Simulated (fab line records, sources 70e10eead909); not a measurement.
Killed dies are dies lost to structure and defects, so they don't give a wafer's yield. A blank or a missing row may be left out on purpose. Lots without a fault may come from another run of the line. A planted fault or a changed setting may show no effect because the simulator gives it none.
Chamber matching | flow nand_harc | NHARC_THIN_TSV_CMP_21 on cmp-02: 4 sister chambers
The step polishes, t overpolish 30 s, target thk 2000 nm. 8 wafers are shown with their chamber, then 8 later ones without.

WAFERS WITH THEIR CHAMBER
wafer  | chamber | motor_current_A (A) | overpolish_run_s (s)
L874.5 | 3       | 12.9                | 29.992
L875.2 | 2       | 11.4                | 30.008
L876.2 | 1       | 11.7                | 29.989
L876.4 | 2       | 11.5                | 30.001
L877.1 | 1       | 12.1                | 29.988
L877.3 | 0       | 12.5                | 30.019
L877.4 | 3       | 12.6                | 29.998
L880.2 | 0       | 12.9                | 30.000

WAFERS WITHOUT THEIR CHAMBER
wafer  | motor_current_A (A) | overpolish_run_s (s)
L880.3 | 12.2                | 29.997
L880.6 | 11.9                | 30.005
L882.2 | 10.9                | 30.008
L882.4 | 12.2                | 30.012
L882.5 | 12.5                | 29.996
L884.1 | 11.4                | 30.002
L884.3 | 12.2                | 30.006
L884.5 | 12.1                | 30.009

WHICH CHAMBER EACH WENT THROUGH
wafer  | from the rows above               | in truth
L880.3 | can't be placed: 1 or 3 or 0 or 2 | 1
L880.6 | can't be placed: 2 or 1 or 0 or 3 | 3
L882.2 | 2                                 | 2
L882.4 | can't be placed: 0 or 3 or 1 or 2 | 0
L882.5 | can't be placed: 3 or 0 or 1      | 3
L884.1 | 2                                 | 2
L884.3 | can't be placed: 0 or 1 or 3 or 2 | 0
L884.5 | can't be placed: 0 or 1 or 2 or 3 | 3
Placed correctly: 2 of 8. Can't be placed from these rows: 6 (the true chamber is among the candidates in 6). Placed wrongly: 0.
How it was worked out, from the rows above alone: a wafer's distance from a chamber is the root of the sum, over the readings, of the square of ((its reading less the chamber's mean) divided by the reading's scatter). The wafer belongs to the nearest chamber; if the next one is less than 2 further off, it can't be placed. A chamber's mean is the mean of its shown wafers. The scatter: the root of (the sum of the squares of (reading less its chamber's mean) over the shown wafers, divided by (wafers less chambers)).
